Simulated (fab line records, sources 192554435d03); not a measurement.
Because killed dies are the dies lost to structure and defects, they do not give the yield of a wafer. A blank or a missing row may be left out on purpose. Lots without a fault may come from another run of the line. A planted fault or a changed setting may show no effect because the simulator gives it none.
What tool caused it? / flow n5-finfet / 8 lots, 24 wafers sampled, at 7 steps of a route of 1938

WHAT EACH GAUGE READ, for each wafer
N5_MOL_CONTACT_COAG_CD_MEAS_08: target cd 28 nm. Usual: 28.02 nm for cd-nm, sd 0.26.
lot=L187; measured=day 4 15:23; on=cd-sem-03; cd-nm (nm)=27.84 27.92 27.99; flag=
lot=L188; measured=day 4 21:13; on=cd-sem-02; cd-nm (nm)=28.02 28.10 28.40; flag=
lot=L189; measured=day 5 08:32; on=cd-sem-02; cd-nm (nm)=27.43 27.54 28.32; flag=
lot=L196; measured=day 6 20:59; on=cd-sem-02; cd-nm (nm)=29.42 29.22 29.28; flag=OFF
lot=L200; measured=day 7 20:58; on=cd-sem-03; cd-nm (nm)=28.97 29.36 29.01; flag=OFF
lot=L204; measured=day 9 03:54; on=cd-sem-02; cd-nm (nm)=28.22 28.15 28.18; flag=
lot=L209; measured=day 10 07:25; on=cd-sem-01; cd-nm (nm)=27.76 28.17 27.65; flag=
lot=L210; measured=day 10 11:17; on=cd-sem-01; cd-nm (nm)=27.90 28.09 28.16; flag=

N5_MOL_CONTACT_COAG_OVL_MEAS_09. Usual: for CA_OVL the level is -0.2 nm and the standard deviation is 0.59.
lot=L187; measured=day 4 15:25; on=overlay-01; CA_OVL (nm)=0.9 0.0 0.0; flag=
lot=L188; measured=day 4 21:15; on=overlay-02; CA_OVL (nm)=-0.6 0.0 -0.3; flag=
lot=L189; measured=day 5 08:35; on=overlay-01; CA_OVL (nm)=-0.7 -0.9 -0.9; flag=
lot=L196; measured=day 6 21:01; on=overlay-01; CA_OVL (nm)=0.3 0.3 0.3; flag=
lot=L200; measured=day 7 21:00; on=overlay-01; CA_OVL (nm)=-0.9 0.4 -0.1; flag=
lot=L204; measured=day 9 03:56; on=overlay-01; CA_OVL (nm)=-0.4 0.0 0.2; flag=
lot=L209; measured=day 10 07:27; on=overlay-01; CA_OVL (nm)=0.0 -0.4 -0.8; flag=
lot=L210; measured=day 10 11:19; on=overlay-01; CA_OVL (nm)=0.2 0.0 -0.7; flag=

N5_MOL_CONTACT_COAG_CD_MEAS_99: target cd 17.2 nm. Usual: 17.22 nm for cd-nm, sd 0.27.
lot=L187; measured=day 4 16:25; on=cd-sem-02; cd-nm (nm)=17.55 17.42 16.88; flag=
lot=L188; measured=day 4 21:44; on=cd-sem-02; cd-nm (nm)=16.96 17.23 17.39; flag=
lot=L189; measured=day 5 09:04; on=cd-sem-01; cd-nm (nm)=17.41 17.27 17.23; flag=
lot=L196; measured=day 6 21:45; on=cd-sem-02; cd-nm (nm)=18.53 18.49 18.34; flag=OFF
lot=L200; measured=day 7 21:29; on=cd-sem-01; cd-nm (nm)=18.44 17.70 18.38; flag=OFF
lot=L204; measured=day 9 04:41; on=cd-sem-02; cd-nm (nm)=17.14 17.59 17.21; flag=
lot=L209; measured=day 10 08:33; on=cd-sem-01; cd-nm (nm)=17.06 17.43 16.99; flag=
lot=L210; measured=day 10 11:48; on=cd-sem-02; cd-nm (nm)=17.11 17.08 16.75; flag=

N5_BEOL_M4_RC_MEAS_101. Usual: DIBL_N 36.4 mV/V, standard deviation 1.5; DIBL_P 36.4 mV/V, standard deviation 1.6; IOFF_N 0.164 nA/um, standard deviation 0.025; IOFF_P 0.214 nA/um, standard deviation 0.028; ION_N 675 uA/um, standard deviation 9.9; ION_P 463 uA/um, standard deviation 6.5; RC_DENSE_N 19.0 ohm.um, standard deviation 0.31; RC_DENSE_P 23.7 ohm.um, standard deviation 0.42; RC_N 15.48 ohm.um, standard deviation 0.26; RC_P 19.3 ohm.um, standard deviation 0.33; SS_N 71.5 mV/dec, standard deviation 0.5; SS_P 73.3 mV/dec, standard deviation 0.56; VT_N 249.2 mV, standard deviation 2.7; VT_P -250.1 mV, standard deviation 2.8.
lot=L187; measured=day 7 20:11; on=prober-02; DIBL_N (mV/V)=36.5 37.0 37.2; DIBL_P (mV/V)=35.4 36.7 36.3; IOFF_N (nA/um)=0.134 0.155 0.149; IOFF_P (nA/um)=0.171 0.186 0.185; ION_N (uA/um)=664 688 660; ION_P (uA/um)=453 458 451; RC_DENSE_N (ohm.um)=18.8 19.0 19.3; RC_DENSE_P (ohm.um)=23.4 24.1 24.4; RC_N (ohm.um)=15.24 15.66 15.88; RC_P (ohm.um)=19.2 19.4 19.7; SS_N (mV/dec)=71.2 70.7 70.8; SS_P (mV/dec)=73.7 73.7 73.2; VT_N (mV)=250.4 248.1 251.0; VT_P (mV)=-256.0 -253.7 -256.5; flag=
lot=L188; measured=day 8 09:56; on=prober-01; DIBL_N (mV/V)=37.4 38.5 36.1; DIBL_P (mV/V)=35.4 37.0 33.7; IOFF_N (nA/um)=0.145 0.171 0.129; IOFF_P (nA/um)=0.213 0.250 0.190; ION_N (uA/um)=671 678 659; ION_P (uA/um)=465 470 459; RC_DENSE_N (ohm.um)=19.0 19.3 19.2; RC_DENSE_P (ohm.um)=24.1 24.2 24.1; RC_N (ohm.um)=15.52 15.85 15.61; RC_P (ohm.um)=19.6 19.6 19.6; SS_N (mV/dec)=70.9 71.7 71.3; SS_P (mV/dec)=73.9 74.0 73.2; VT_N (mV)=251.9 249.3 254.3; VT_P (mV)=-249.3 -245.5 -250.1; flag=
lot=L189; measured=day 8 12:26; on=prober-02; DIBL_N (mV/V)=35.8 36.0 35.8; DIBL_P (mV/V)=37.5 37.2 36.9; IOFF_N (nA/um)=0.165 0.168 0.166; IOFF_P (nA/um)=0.224 0.219 0.208; ION_N (uA/um)=677 682 687; ION_P (uA/um)=471 467 467; RC_DENSE_N (ohm.um)=19.4 18.8 18.5; RC_DENSE_P (ohm.um)=23.7 23.5 23.1; RC_N (ohm.um)=15.57 15.37 15.12; RC_P (ohm.um)=19.4 19.1 18.9; SS_N (mV/dec)=71.8 71.8 70.9; SS_P (mV/dec)=73.8 73.6 73.2; VT_N (mV)=249.6 247.4 248.3; VT_P (mV)=-249.5 -249.8 -250.5; flag=
lot=L196; measured=day 10 00:44; on=prober-01; DIBL_N (mV/V)=38.2 38.7 38.6; DIBL_P (mV/V)=35.8 36.1 36.6; IOFF_N (nA/um)=0.172 0.184 0.187; IOFF_P (nA/um)=0.221 0.239 0.254; ION_N (uA/um)=676 683 677; ION_P (uA/um)=460 471 466; RC_DENSE_N (ohm.um)=17.2 17.3 17.1; RC_DENSE_P (ohm.um)=21.4 21.5 21.5; RC_N (ohm.um)=13.99 14.11 14.02; RC_P (ohm.um)=17.5 17.5 17.5; SS_N (mV/dec)=72.2 72.0 71.8; SS_P (mV/dec)=73.0 73.4 73.6; VT_N (mV)=249.4 246.6 245.5; VT_P (mV)=-249.3 -247.6 -248.3; flag=OFF
lot=L200; measured=day 11 04:34; on=prober-01; DIBL_N (mV/V)=31.7 33.6 34.8; DIBL_P (mV/V)=32.8 35.4 36.4; IOFF_N (nA/um)=0.103 0.128 0.140; IOFF_P (nA/um)=0.155 0.193 0.198; ION_N (uA/um)=654 666 673; ION_P (uA/um)=452 466 471; RC_DENSE_N (ohm.um)=18.0 17.9 17.7; RC_DENSE_P (ohm.um)=22.5 22.2 22.0; RC_N (ohm.um)=14.74 14.59 14.46; RC_P (ohm.um)=18.4 18.0 17.9; SS_N (mV/dec)=70.7 70.8 70.8; SS_P (mV/dec)=71.8 72.8 73.1; VT_N (mV)=256.0 252.9 250.1; VT_P (mV)=-251.5 -250.6 -249.8; flag=OFF
lot=L204; measured=day 12 08:25; on=prober-01; DIBL_N (mV/V)=37.9 36.9 38.5; DIBL_P (mV/V)=38.7 37.5 39.4; IOFF_N (nA/um)=0.222 0.207 0.247; IOFF_P (nA/um)=0.244 0.225 0.256; ION_N (uA/um)=696 697 703; ION_P (uA/um)=468 468 469; RC_DENSE_N (ohm.um)=18.4 18.8 18.4; RC_DENSE_P (ohm.um)=22.8 23.2 22.8; RC_N (ohm.um)=15.03 15.43 15.00; RC_P (ohm.um)=18.5 18.8 18.6; SS_N (mV/dec)=72.3 71.7 71.3; SS_P (mV/dec)=73.6 74.4 74.2; VT_N (mV)=246.7 245.8 242.5; VT_P (mV)=-248.5 -249.9 -246.1; flag=
lot=L209; measured=day 13 16:01; on=prober-02; DIBL_N (mV/V)=35.5 36.0 36.3; DIBL_P (mV/V)=35.8 36.8 36.5; IOFF_N (nA/um)=0.140 0.158 0.155; IOFF_P (nA/um)=0.200 0.221 0.216; ION_N (uA/um)=660 670 665; ION_P (uA/um)=457 465 464; RC_DENSE_N (ohm.um)=18.9 18.9 19.2; RC_DENSE_P (ohm.um)=23.7 23.6 23.9; RC_N (ohm.um)=15.57 15.50 15.66; RC_P (ohm.um)=19.4 19.3 19.4; SS_N (mV/dec)=71.3 72.0 71.7; SS_P (mV/dec)=72.4 73.2 72.3; VT_N (mV)=250.5 249.4 251.5; VT_P (mV)=-249.5 -250.0 -250.7; flag=
lot=L210; measured=day 13 15:23; on=prober-02; DIBL_N (mV/V)=37.4 36.6 37.8; DIBL_P (mV/V)=37.1 36.1 36.8; IOFF_N (nA/um)=0.184 0.164 0.174; IOFF_P (nA/um)=0.225 0.212 0.218; ION_N (uA/um)=675 674 678; ION_P (uA/um)=464 457 459; RC_DENSE_N (ohm.um)=18.8 18.7 19.2; RC_DENSE_P (ohm.um)=23.7 23.8 24.1; RC_N (ohm.um)=15.36 15.40 15.63; RC_P (ohm.um)=19.3 19.4 19.8; SS_N (mV/dec)=71.4 71.6 71.2; SS_P (mV/dec)=73.8 73.7 74.1; VT_N (mV)=246.9 251.0 249.6; VT_P (mV)=-250.5 -251.4 -249.9; flag=

TOOL THAT RAN EACH LOT (tool first, then ch and the chambers of the sampled wafers, then the start)
lot=L187; N5_GATE_CUT_ETCH_47=rie-metal-01 ch 0,1, day 4 12:16; N5_MOL_CONTACT_COAG_EXPOSE_05=euv-scanner-01 ch 0, day 4 15:15; N5_MOL_CONTACT_COAG_ETCH_105=rie-diel-02 ch 0,1,2, day 4 16:05
lot=L188; N5_GATE_CUT_ETCH_47=rie-metal-01 ch 0,1, day 4 17:50; N5_MOL_CONTACT_COAG_EXPOSE_05=euv-scanner-01 ch 0, day 4 21:05; N5_MOL_CONTACT_COAG_ETCH_105=rie-diel-04 ch 1,2,3, day 4 21:24
lot=L189; N5_GATE_CUT_ETCH_47=rie-metal-02 ch 0,1, day 5 05:18; N5_MOL_CONTACT_COAG_EXPOSE_05=euv-scanner-02 ch 0, day 5 08:25; N5_MOL_CONTACT_COAG_ETCH_105=rie-diel-04 ch 0,1, day 5 08:43
lot=L196; N5_GATE_CUT_ETCH_47=rie-metal-03 ch 0, day 6 17:46; N5_MOL_CONTACT_COAG_EXPOSE_05=euv-scanner-01 ch 0, day 6 20:52; N5_MOL_CONTACT_COAG_ETCH_105=rie-diel-01 ch 1,2,3, day 6 21:25
lot=L200; N5_GATE_CUT_ETCH_47=rie-metal-03 ch 0,1, day 7 17:35; N5_MOL_CONTACT_COAG_EXPOSE_05=euv-scanner-01 ch 0, day 7 20:50; N5_MOL_CONTACT_COAG_ETCH_105=rie-diel-01 ch 1,2,3, day 7 21:08
lot=L204; N5_GATE_CUT_ETCH_47=rie-metal-03 ch 0,1, day 8 21:03; N5_MOL_CONTACT_COAG_EXPOSE_05=euv-scanner-02 ch 0, day 9 03:47; N5_MOL_CONTACT_COAG_ETCH_105=rie-diel-02 ch 1,3, day 9 04:20
lot=L209; N5_GATE_CUT_ETCH_47=rie-metal-01 ch 0,1, day 10 04:10; N5_MOL_CONTACT_COAG_EXPOSE_05=euv-scanner-02 ch 0, day 10 07:17; N5_MOL_CONTACT_COAG_ETCH_105=rie-diel-04 ch 1,2, day 10 08:13
lot=L210; N5_GATE_CUT_ETCH_47=rie-metal-01 ch 0,1, day 10 08:10; N5_MOL_CONTACT_COAG_EXPOSE_05=euv-scanner-02 ch 0, day 10 11:10; N5_MOL_CONTACT_COAG_ETCH_105=rie-diel-04 ch 0,2, day 10 11:27
- N5_GATE_CUT_ETCH_47: etches SiO2 in Cl2/BCl3, target depth 10 nm.
- N5_MOL_CONTACT_COAG_EXPOSE_05: exposes mask CA, defocus 0 nm.
- N5_MOL_CONTACT_COAG_ETCH_105: etches SiARC in CF4, target depth 15.6 nm, time 26 s.

WHAT THE TOOLS THEMSELVES READ (means of the sampled wafers that have a number; where no wafer has one, the mark that the record gives instead)
N5_GATE_CUT_ETCH_47. Usual: bcl3-flow-sccm 21.75 sccm, standard deviation 0.076; drypump-motor-current-A 6.0 A, standard deviation 0.45; oes-product-au 0.79 a.u., standard deviation 0.093; rf-fwd-power-W 981 W, standard deviation 4.5; throttle-valve-pct 22.81 %, standard deviation 0.2.
lot=L187; tool=rie-metal-01; bcl3-flow-sccm (sccm)=21.75; drypump-motor-current-A (A)=5.8; oes-product-au (a.u.)=0.79; rf-fwd-power-W (W)=986; throttle-valve-pct (%)=22.82; flag=
lot=L188; tool=rie-metal-01; bcl3-flow-sccm (sccm)=21.75; drypump-motor-current-A (A)=5.9; oes-product-au (a.u.)=0.73; rf-fwd-power-W (W)=982; throttle-valve-pct (%)=22.89; flag=
lot=L189; tool=rie-metal-02; bcl3-flow-sccm (sccm)=21.71; drypump-motor-current-A (A)=6.5; oes-product-au (a.u.)=0.83; rf-fwd-power-W (W)=980; throttle-valve-pct (%)=22.63; flag=
lot=L196; tool=rie-metal-03; bcl3-flow-sccm (sccm)=21.71; drypump-motor-current-A (A)=6.2; oes-product-au (a.u.)=0.78; rf-fwd-power-W (W)=982; throttle-valve-pct (%)=22.70; flag=
lot=L200; tool=rie-metal-03; bcl3-flow-sccm (sccm)=21.69; drypump-motor-current-A (A)=5.6; oes-product-au (a.u.)=0.90; rf-fwd-power-W (W)=979; throttle-valve-pct (%)=22.83; flag=
lot=L204; tool=rie-metal-03; bcl3-flow-sccm (sccm)=21.71; drypump-motor-current-A (A)=5.6; oes-product-au (a.u.)=0.89; rf-fwd-power-W (W)=982; throttle-valve-pct (%)=22.84; flag=
lot=L209; tool=rie-metal-01; bcl3-flow-sccm (sccm)=21.78; drypump-motor-current-A (A)=5.9; oes-product-au (a.u.)=0.71; rf-fwd-power-W (W)=980; throttle-valve-pct (%)=22.91; flag=
lot=L210; tool=rie-metal-01; bcl3-flow-sccm (sccm)=21.69; drypump-motor-current-A (A)=5.9; oes-product-au (a.u.)=0.70; rf-fwd-power-W (W)=980; throttle-valve-pct (%)=22.91; flag=

N5_MOL_CONTACT_COAG_EXPOSE_05. Usual: 38.22 for exposure-dose-mJ-cm2, sd 0.044.
lot=L187 tool=euv-scanner-01 exposure-dose-mJ-cm2=38.31 flag=
lot=L188 tool=euv-scanner-01 exposure-dose-mJ-cm2=38.28 flag=
lot=L189 tool=euv-scanner-02 exposure-dose-mJ-cm2=38.18 flag=
lot=L196 tool=euv-scanner-01 exposure-dose-mJ-cm2=40.57 flag=OFF
lot=L200 tool=euv-scanner-01 exposure-dose-mJ-cm2=40.12 flag=OFF
lot=L204 tool=euv-scanner-02 exposure-dose-mJ-cm2=38.19 flag=
lot=L209 tool=euv-scanner-02 exposure-dose-mJ-cm2=38.20 flag=
lot=L210 tool=euv-scanner-02 exposure-dose-mJ-cm2=38.18 flag=

N5_MOL_CONTACT_COAG_ETCH_105. Usual: value, then standard deviation, for each; drypump-motor-current-A 5.4 A / 0.43; etch-rf-on-time-s 25.9 s / 0.42; oes-product-au 0.70 a.u. / 0.084; rf-fwd-power-W 531.4 W / 1.7; rf-vpp-V 184.3 V / 1; showerhead-plenum-p-Torr 2.16 Torr / 0.052; throttle-valve-pct 15.74 % / 0.2.
lot=L187; tool=rie-diel-02; drypump-motor-current-A (A)=5.3; etch-rf-on-time-s (s)=26.3; oes-product-au (a.u.)=0.63; rf-fwd-power-W (W)=532.0; rf-vpp-V (V)=184.1; showerhead-plenum-p-Torr (Torr)=2.11; throttle-valve-pct (%)=15.84; flag=
lot=L188; tool=rie-diel-04; drypump-motor-current-A (A)=5.3; etch-rf-on-time-s (s)=26.2; oes-product-au (a.u.)=0.64; rf-fwd-power-W (W)=531.1; rf-vpp-V (V)=184.9; showerhead-plenum-p-Torr (Torr)=2.16; throttle-valve-pct (%)=15.88; flag=
lot=L189; tool=rie-diel-04; drypump-motor-current-A (A)=5.2; etch-rf-on-time-s (s)=25.8; oes-product-au (a.u.)=0.76; rf-fwd-power-W (W)=533.8; rf-vpp-V (V)=185.0; showerhead-plenum-p-Torr (Torr)=2.17; throttle-valve-pct (%)=15.70; flag=
lot=L196; tool=rie-diel-01; drypump-motor-current-A (A)=6.0; etch-rf-on-time-s (s)=25.5; oes-product-au (a.u.)=0.74; rf-fwd-power-W (W)=529.6; rf-vpp-V (V)=184.4; showerhead-plenum-p-Torr (Torr)=2.20; throttle-valve-pct (%)=15.61; flag=
lot=L200; tool=rie-diel-01; drypump-motor-current-A (A)=5.9; etch-rf-on-time-s (s)=25.7; oes-product-au (a.u.)=0.72; rf-fwd-power-W (W)=530.8; rf-vpp-V (V)=183.9; showerhead-plenum-p-Torr (Torr)=2.19; throttle-valve-pct (%)=15.63; flag=
lot=L204; tool=rie-diel-02; drypump-motor-current-A (A)=5.0; etch-rf-on-time-s (s)=25.9; oes-product-au (a.u.)=0.67; rf-fwd-power-W (W)=531.7; rf-vpp-V (V)=183.6; showerhead-plenum-p-Torr (Torr)=2.13; throttle-valve-pct (%)=15.57; flag=
lot=L209; tool=rie-diel-04; drypump-motor-current-A (A)=5.0; etch-rf-on-time-s (s)=26.4; oes-product-au (a.u.)=0.63; rf-fwd-power-W (W)=532.2; rf-vpp-V (V)=183.2; showerhead-plenum-p-Torr (Torr)=2.13; throttle-valve-pct (%)=15.89; flag=
lot=L210; tool=rie-diel-04; drypump-motor-current-A (A)=5.5; etch-rf-on-time-s (s)=25.4; oes-product-au (a.u.)=0.75; rf-fwd-power-W (W)=533.2; rf-vpp-V (V)=184.8; showerhead-plenum-p-Torr (Torr)=2.18; throttle-valve-pct (%)=15.73; flag=

THE ANSWER, worked out from the rows above alone
Rule: a lot counts as off when the mean over its wafers that have a number is more than 3 standard deviations away from the usual mean. Also off: a lot with no number at a reading for which 4 or more lots have one. The other lots that the step has rows for count as sound. Order of review: gauges by route order, followed by the tools' own readings, for which a lot's mean as printed above is used. At the first step where some lot is off, the reading lying furthest off is the one used; lots without a number count as furthest.
Off: L196, L200, at N5_MOL_CONTACT_COAG_CD_MEAS_08 (cd-nm).
A tool fits if, at a process step before that reading, it ran every lot that is off, and no sound lot after the first of them. The gauges at N5_MOL_CONTACT_COAG_CD_MEAS_08 aren't tried: what is off there is off at N5_BEOL_M4_RC_MEAS_101 too, on other tools, and a gauge's error can't cause that. One fits: N5_MOL_CONTACT_COAG_EXPOSE_05 on euv-scanner-01. Its last sound lot is L188 (day 4 21:05), its first lot that is off L196 (day 6 20:52): a fault that began between those two fits.
On the lots that are off, the tool's own readings at N5_MOL_CONTACT_COAG_EXPOSE_05 differ by more than 5 times the standard deviation of the sound lots' means, which bears it out; exposure-dose-mJ-cm2 reads 40.34 there versus 38.22 on the sound lots.

WHAT THE SIMULATOR HAD PUT IN
Drift in process parameters on euv-scanner-01 at N5_MOL_CONTACT_COAG_EXPOSE_05, starting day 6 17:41. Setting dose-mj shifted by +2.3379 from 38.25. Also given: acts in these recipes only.
Struck lots among those shown: L196, L200. The rule above reached the same finding.
